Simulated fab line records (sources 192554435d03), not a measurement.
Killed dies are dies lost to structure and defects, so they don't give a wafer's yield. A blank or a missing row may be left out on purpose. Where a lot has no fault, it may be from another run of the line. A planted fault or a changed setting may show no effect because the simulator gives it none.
Code-filled problem report in 8D (eight disciplines) form ; flow n5_finfet ; the parts of the form that need people (team, actions taken, sign-off) are left out

== 1. WHAT WENT WRONG ==
spin_speed_rpm at N5_HKMG_FIN_COAT_06 reads a mean of 1718.5 rpm on 6 wafers of 2 lots; wafers without a fault read 1500.0 rpm with a standard deviation of 0.98. That is +99 or more standard deviations from the usual mean.
The step: resist thk 90 nm.
First seen on wafer L634.1, day 6 10:41, on litho_track-01. The record has a number at this step for 39 wafers belonging to 13 lots. By rule, "out" or "out of limits" means more than 4 standard deviations away from the usual mean. The rest of the wafers with a number are treated as sound.

== 2. WHAT THIS IS AND IS NOT ==
question;is;is not
which readings at this step;spin_speed_rpm;exhaust_pa, resist_line_temp_C
which lots;L634, L635;L625, L626, L627, L630, L640, L641, L642, L643, L644, L645, L646
which wafers of those lots;all that have a number;-
read on which tools;litho_track-01;litho_track-02, litho_track-04
when;from day 6 10:41;"up to then (12 sound wafers); but 21 sound wafers of L640, L641, L642, L643, L644, L645, L646 came after"

== 3. SUSPECTS, AND WHAT RULES EACH OUT ==
Counting: a tool at any process step up to the reading remains a suspect when it ran all the lots that are out and ran no sound lot after the first of those.
- ald_metal-04 at N5_HKMG_FIN_ALD_36 (deposits TiN, target thk 1 nm, pulse time 1 s, purge time 3 s): ruled out as a lasting fault. The sound lots L644 went through it after L634, its earliest lot that is out (day 6 09:53).
- litho_track-01 at N5_HKMG_FIN_COAT_06 (resist thk 90 nm): kept. It ran every lot that is out, first L634 (day 6 10:41), and no sound lot after that. Its own spin_speed_rpm readings are out on those wafers.
Left after counting: litho_track-01 at N5_HKMG_FIN_COAT_06.

== 4. THE CAUSE (what the simulator had put in) ==
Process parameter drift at N5_HKMG_FIN_COAT_06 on litho_track-01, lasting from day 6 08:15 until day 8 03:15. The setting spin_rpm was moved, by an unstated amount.
The count eliminated every tool but this one.

== 5. THE CHAIN OF EFFECTS, in route order ==
Each row: a reading where the mean over the struck wafers with a number is more than 3 standard deviations away from the usual. Only readings whose record carries a usual standard deviation are examined. hours: median over the lots of the time between each lot's start at the first step of this table that gives one and its start at this step. sigmas: the change, counted in usual standard deviations.
hours;step;reading;usual;on struck wafers;change;sigmas
0;N5_HKMG_FIN_COAT_06;spin_speed_rpm;1500.0 rpm;1718.5;+218.5;+99 or more
The process steps in it:
- N5_HKMG_FIN_COAT_06: resist thk 90 nm.

== 6. WHAT WOULD HAVE CAUGHT IT SOONER ==
In this record no reading fell out of limits until day 6 10:41, 2 hours after the fault had begun at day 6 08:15.
